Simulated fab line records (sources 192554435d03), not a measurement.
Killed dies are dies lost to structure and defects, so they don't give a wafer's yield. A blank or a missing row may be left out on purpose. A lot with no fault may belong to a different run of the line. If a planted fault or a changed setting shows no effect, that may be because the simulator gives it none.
Split-lot experiment | flow n5_finfet | 21 wafers read across 7 lots, on a route 1938 steps long

== ABOUT THE SPLIT ==
At N5_BEOL_M7_EXPOSE_25 (exposes mask V6, target cd 40 nm), the setting dose_mj was moved away from the recipe's 42.5 on 6 of the 21 wafers read, by -5.2% to +3.2%. All remaining wafers had this setting at the recipe value.

== FROM THE SPLIT TO THE READING: what the file shows between them, 2 steps ==
- N5_BEOL_M7_PEB_26: peb time 60 s
- N5_BEOL_M7_DEVELOP_27: develop time 30 s

== THE READING ==
Shown in nm: cd_nm at N5_BEOL_M7_CD_MEAS_28, with target cd 40 nm. On this fab line, fault-free wafers typically give 40.00 nm with a standard deviation of 0.26 nm.

wafer  | tool, chamber at the split | dose_mj as run | against the recipe | cd_nm, nm | against lot-mates on the recipe
L075.1 | euv_scanner-02, 0          | 42.5           | recipe             | 39.81     | -
L075.3 | euv_scanner-02, 0          | 40.62          | -4.4%              | 39.21     | -0.60
L075.6 | euv_scanner-02, 0          | 40.62          | -4.4%              | 38.70     | -1.11
L080.2 | euv_scanner-02, 0          | 42.5           | recipe             | 40.32     | -
L080.4 | euv_scanner-02, 0          | 42.5           | recipe             | 39.85     | -
L080.6 | euv_scanner-02, 0          | 42.5           | recipe             | 39.59     | -
L082.2 | euv_scanner-02, 0          | 43.84          | +3.2%              | 40.27     | +0.36
L082.4 | euv_scanner-02, 0          | 42.5           | recipe             | 39.91     | -
L082.6 | euv_scanner-02, 0          | 43.84          | +3.2%              | 40.34     | +0.43
L091.3 | euv_scanner-02, 0          | 42.5           | recipe             | 39.90     | -
L091.4 | euv_scanner-02, 0          | 42.5           | recipe             | 40.15     | -
L091.5 | euv_scanner-02, 0          | 42.5           | recipe             | 39.94     | -
L097.1 | euv_scanner-02, 0          | 40.54          | -4.6%              | 38.92     | -1.24
L097.3 | euv_scanner-02, 0          | 42.5           | recipe             | 40.24     | -
L097.6 | euv_scanner-02, 0          | 42.5           | recipe             | 40.08     | -
L094.2 | euv_scanner-02, 0          | 42.5           | recipe             | 40.37     | -
L094.3 | euv_scanner-02, 0          | 42.5           | recipe             | 39.82     | -
L094.4 | euv_scanner-02, 0          | 40.27          | -5.2%              | 38.84     | -1.25
L096.1 | euv_scanner-02, 0          | 42.5           | recipe             | 40.39     | -
L096.2 | euv_scanner-02, 0          | 42.5           | recipe             | 40.11     | -
L096.3 | euv_scanner-02, 0          | 42.5           | recipe             | 39.98     | -

THE FIT
A straight line over all 21 wafers: cd_nm changes by +0.202 nm for each +1% of dose_mj; r = +0.88; the points scatter about the line by 0.25 nm.
The same after taking each lot's own level away (the mean of its wafers on the recipe; 21 wafers): +0.202 nm for each +1%; r = +0.91; scatter 0.22 nm.
That fit puts the effect of the largest move of dose_mj on the reading at 1.1 nm.
Across the lots, their own levels run from 39.810 to 40.160 nm, a range of 1.3 times the standard deviation given above.
So the lot-to-lot level changes the slope little: the two slopes agree.
Check: -1.05 nm against its lot-mates is what the line predicts for one of the wafers moved furthest among these (-5.2%) when that wafer is left out of the fit. Against them it came out at -1.25 nm.

== THESE WAFERS: OTHER SPLITS ==
Other splits were also applied to these wafers ahead of the reading. Each is held against what the fit with the lots' levels taken away leaves over:
other split on the same wafers | wafers away from the commonest value | r with cd_nm (lot level and that fit taken away)
N5_BEOL_M5_ETCH_41 source_w    | 6                                    | +0.01
N5_BEOL_M6_ETCH_62 time_s      | 4                                    | +0.17
N5_BEOL_M7_COAT_60 spin_rpm    | 10                                   | +0.10
N5_BEOL_M7_ETCH_61 source_w    | 9                                    | +0.01
N5_BEOL_M7_COAT_22 spin_rpm    | 8                                    | -0.01

== THE WHOLE CHAIN: every reading that the file lists as answering this split, in the file's order ==
step                  | what it does                                                        | reading                                                        | change (the file's fit)               | r (the file's)
N5_BEOL_M7_CD_MEAS_28 | target cd 40 nm                                                     | cd_nm                                                          | +0.221 nm for each +1% of the setting | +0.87
N5_BEOL_M7_DESCUM_33  | chemistry O2, time 7 s                                              | BEOL_M7.cd_nm (the simulator's own value, which no gauge read) | +0.221 nm for each +1% of the setting | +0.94
N5_BEOL_M7_ETCH_72    | etches underlayer in N2/H2, target depth 6.5 nm, time 5.2 s         | BEOL_M7.cd_nm (the simulator's own value, which no gauge read) | +0.215 nm for each +1% of the setting | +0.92
N5_BEOL_M7_ETCH_65    | etches SiARC in CF4, target depth 15.6 nm, time 26 s                | BEOL_M7.cd_nm (the simulator's own value, which no gauge read) | +0.19 nm for each +1% of the setting  | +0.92
N5_BEOL_M7_ETCH_66    | etches SOC in N2/H2, target depth 80 nm, overetch 16 nm, time 120 s | BEOL_M7.cd_nm (the simulator's own value, which no gauge read) | +0.202 nm for each +1% of the setting | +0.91

== THE FILE'S OWN FIT ==
cd_nm changes by +0.221 nm for each +1% of dose_mj, r = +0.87.
